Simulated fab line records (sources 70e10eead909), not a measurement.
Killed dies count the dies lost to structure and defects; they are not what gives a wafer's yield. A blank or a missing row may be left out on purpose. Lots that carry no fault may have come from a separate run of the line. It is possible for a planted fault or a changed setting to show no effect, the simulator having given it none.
A struck lot beside a sound one + flow nandHarc + 16 steps out of a route of 1302
Sound: these wafers, L638.1, L638.3, L638.4. Struck: wafers L651.4, L651.5, L651.6. At the end, the cause is stated.
Per side, at each step with rows, come the tool, then ch with its chambers, and then its first start. Under that, the readings that differ: sound wafers + struck wafers + difference of the means + sigmas: that difference in standard deviations of wafers without a fault.
alike: readings with means less than 2 such deviations apart, plus words and numbers identical on both sides. not compared: withheld readings, readings lacking a value on some wafer, bounds such as >300 that could conceal the same value, and numbers that have no deviation in the record and whose values overlap.
Wherever a step has rows on one side only, a row that says differs or no value, or a row with sigmas, the two part there. When numbers do not overlap yet have no deviation, they are printed without sigmas and do not part them. Lack of a reading on every wafer of one side parts them only where that side has two or more wafers.

first, 2 steps without rows for these wafers: NHARC_A_SOURCE_PLATE_SRD_01; NHARC_A_SOURCE_PLATE_OXIDE_02 (material SiO2, target thk 10 nm, ox time 1362 s).
NHARC_A_SOURCE_PLATE_THK_MEAS_09: measures by ellipsometry.
  sound on filmMetro-01 at day 7 05:43; struck on filmMetro-01 at day 12 15:17
  alike: thkNm
then, 3 steps without rows for these wafers: NHARC_A_SOURCE_PLATE_PVD_04 (deposits WSi2, target thk 50 nm); NHARC_A_SOURCE_PLATE_CVD_03 (deposits poly-Si, target thk 200 nm, time 4000 s); NHARC_A_SOURCE_PLATE_ANNEAL_05 (time 1800 s).
NHARC_A_SOURCE_PLATE_THK_MEAS_06: measures by ellipsometry.
  sound on filmMetro-02 at day 7 19:10; struck on filmMetro-01 at day 13 03:48
  alike: thkNm
NHARC_A_SOURCE_PLATE_INSPECT_08:
  sound on defectInspect-01 at day 7 19:15; struck on defectInspect-01 at day 13 03:53
  alike: rawDefectCount
then, 1 step without rows for these wafers: NHARC_A_ONON_D1_DEP_00 (target thk 1000 nm).
NHARC_A_ONON_D1_THK_MEAS_02: measures by ellipsometry.
  sound on filmMetro-01 at day 7 19:50; struck on filmMetro-01 at day 13 04:28
  alike: thkNm
NHARC_A_ONON_D1_DEP_03: target thk 1000 nm.
  struck on pecvdOnon-03, day 13 04:41; sound on pecvdOnon-04 ch 0, day 7 19:53
  no value came back on the struck wafers for n2FlowSccm (sccm), n2oFlowSccm (sccm), sih4FlowSccm (sccm); on the sound wafers n2FlowSccm (sccm) reads 2752 2756 2758
then, 4 steps without rows for these wafers: NHARC_A_ONON_D1_DEP_06 (target thk 1000 nm); NHARC_A_ONON_D1_DEP_09 (target thk 1000 nm); NHARC_A_ONON_D1_DEP_12 (target thk 1000 nm); NHARC_A_ONON_D1_ANNEAL_15 (time 3600 s).
-- record jumps: 17 days between struck wafers' starts before vs after; left off in module A_ONON_D1, resumes in module END, first step shown is number 1302 of the route --
NHARC_END_SORT_01:
  sound on prober-01 ch 0, day 24 17:55; struck on prober-01 ch 0, day 29 22:58
| reading       | sound    | struck      | difference | sigmas |
|---------------|----------|-------------|------------|--------|
| killedAtArray | 79 79 74 | 670 671 675 | +595       | +33    |
| killedDies    | 83 85 78 | 677 677 677 | +595       | +33    |
  alike: killedAtOther, killedAtPeriphery, killedOpen, killedShort

WHERE THEY PART
Last at NHARC_END_SORT_01 as far as this record goes, first at NHARC_A_ONON_D1_DEP_03.

WHY: whatever the simulator had introduced
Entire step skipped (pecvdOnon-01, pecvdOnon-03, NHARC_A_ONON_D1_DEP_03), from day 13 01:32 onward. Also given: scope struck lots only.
